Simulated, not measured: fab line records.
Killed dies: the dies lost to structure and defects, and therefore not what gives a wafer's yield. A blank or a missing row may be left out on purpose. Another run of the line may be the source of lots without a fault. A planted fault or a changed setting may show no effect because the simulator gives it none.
Struck lot and sound lot, side by side ; flow n5_finfet ; 36 steps out of a route of 1938
Sound: the wafers L989.1, L989.2, L989.5. Wafers struck: L998.2, L998.3, L998.5. The cause is given at the end.
Order at every step that has rows: each side's tool, ch and its chambers, its first start. Under that, the readings that differ: sound wafers ; struck wafers ; difference of the means ; sigmas: that difference in standard deviations of wafers without a fault.
alike: a reading whose means differ by less than 2 such deviations, as well as words and numbers matching on both sides. not compared: withheld readings; readings where some wafer has no value; bounds like >300 that might hide an equal value; numbers whose values overlap and for which the record gives no deviation.
Wherever a step has rows on one side only, a row that says differs or no value, or a row with sigmas, the two part there. Numbers that don't overlap but have no deviation are shown without sigmas and don't part them. Lack of a reading on every wafer of one side parts them only where that side has two or more wafers.

first, 9 steps without rows for these wafers: N5_WELL_APT_HMDS_01 (time 60 s); N5_WELL_APT_COAT_02 (resist thk 950 nm); N5_WELL_APT_EBR_04; N5_WELL_APT_SOFTBAKE_03 (time 60 s); N5_WELL_APT_EXPOSE_05 (exposes mask NWELL, defocus 0 nm, target cd 200 nm); N5_WELL_APT_PEB_06 (peb time 90 s); N5_WELL_APT_DEVELOP_07 (develop time 45 s); N5_WELL_APT_HARDBAKE_12 (time 120 s); N5_WELL_APT_DESCUM_13 (chemistry O2, time 7.9 s).
N5_WELL_APT_IMPLANT_14:
  sound on implanter-02 ch 0, day 3 01:44; struck on implanter-02 ch 0, day 5 08:04
reading;sound;struck;difference;sigmas
dose_ions_cm2;1.4994e+13 1.502e+13 1.5021e+13;1.1135e+13 1.1132e+13 1.1126e+13;-3.8807e+12;-99 or more
faraday_current_uA;194 190 190;145 143 145;-47;-13
then, 25 steps without rows for these wafers: N5_WELL_APT_IMPLANT_15; N5_WELL_APT_STRIP_16 (strips in SPM, time 900 s); N5_WELL_APT_HMDS_18 (time 60 s); N5_WELL_APT_COAT_19 (resist thk 950 nm); N5_WELL_APT_EBR_21; N5_WELL_APT_SOFTBAKE_20 (time 60 s); N5_WELL_APT_EXPOSE_22 (exposes mask PWELL, defocus 0 nm, target cd 200 nm); N5_WELL_APT_PEB_23 (peb time 90 s); N5_WELL_APT_DEVELOP_24 (develop time 45 s); N5_WELL_APT_HARDBAKE_29 (time 120 s); N5_WELL_APT_DESCUM_30 (chemistry O2, time 7.9 s); N5_WELL_APT_IMPLANT_31; N5_WELL_APT_IMPLANT_32; N5_WELL_APT_STRIP_33 (strips in SPM, time 900 s); N5_WELL_APT_RTA_34 (time 10 s); N5_WELL_APT_OXIDE_STRIP_42 (strips SiO2 in dHF, time 45 s, target depth 12 nm); N5_WELL_APT_PRECLEAN_36 (cleans in O3/DIW, time 45 s); N5_WELL_APT_PRECLEAN_39 (cleans in dHF, time 60 s); N5_WELL_APT_SRD_37 (time 30 s); N5_WELL_APT_EPI_41 (deposits Si from SiH4/H2, target thk 50 nm, time 297.7 s); N5_PMOS_HMC_CHANNEL_EPI_HM_DEP_34 (deposits SiO2 from TEOS/O2, target thk 36 nm, time 6.9 s); N5_PMOS_HMC_CHANNEL_EPI_COAT_31 (time 60 s, resist thk 66 nm); N5_PMOS_HMC_CHANNEL_EPI_COAT_03 (resist thk 205 nm); N5_PMOS_HMC_CHANNEL_EPI_EBR_05; N5_PMOS_HMC_CHANNEL_EPI_SOFTBAKE_04 (time 60 s).
-- here the record skips 7 days between the struck wafers' starts before and after, leaving off in module PMOS_HMC_CHANNEL_EPI and picking up in module BEOL_M4 (first step shown: number 1111 of the route) --
N5_BEOL_M4_RC_MEAS_101:
  sound on prober-01 ch 0, day 9 11:46; struck on prober-01 ch 0, day 12 01:53
reading;sound;struck;difference;sigmas
DIBL_N (mV/V);35.0 36.1 35.1;37.2 39.7 37.9;+2.9;+2
RS_NWELL (ohm/sq);1027 1036 1028;1222 1220 1230;+194;+31
  alike: DIBL_P, IOFF_N, IOFF_P, ION_N, ION_P, SS_N, SS_P, VT_N, VT_P

WHERE THEY PART
At N5_WELL_APT_IMPLANT_14 first; at N5_BEOL_M4_RC_MEAS_101 last (within this record only).

WHY: what the simulator had put in
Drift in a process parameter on implanter-02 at N5_WELL_APT_IMPLANT_14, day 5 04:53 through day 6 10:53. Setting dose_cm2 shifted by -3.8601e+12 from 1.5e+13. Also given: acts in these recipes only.
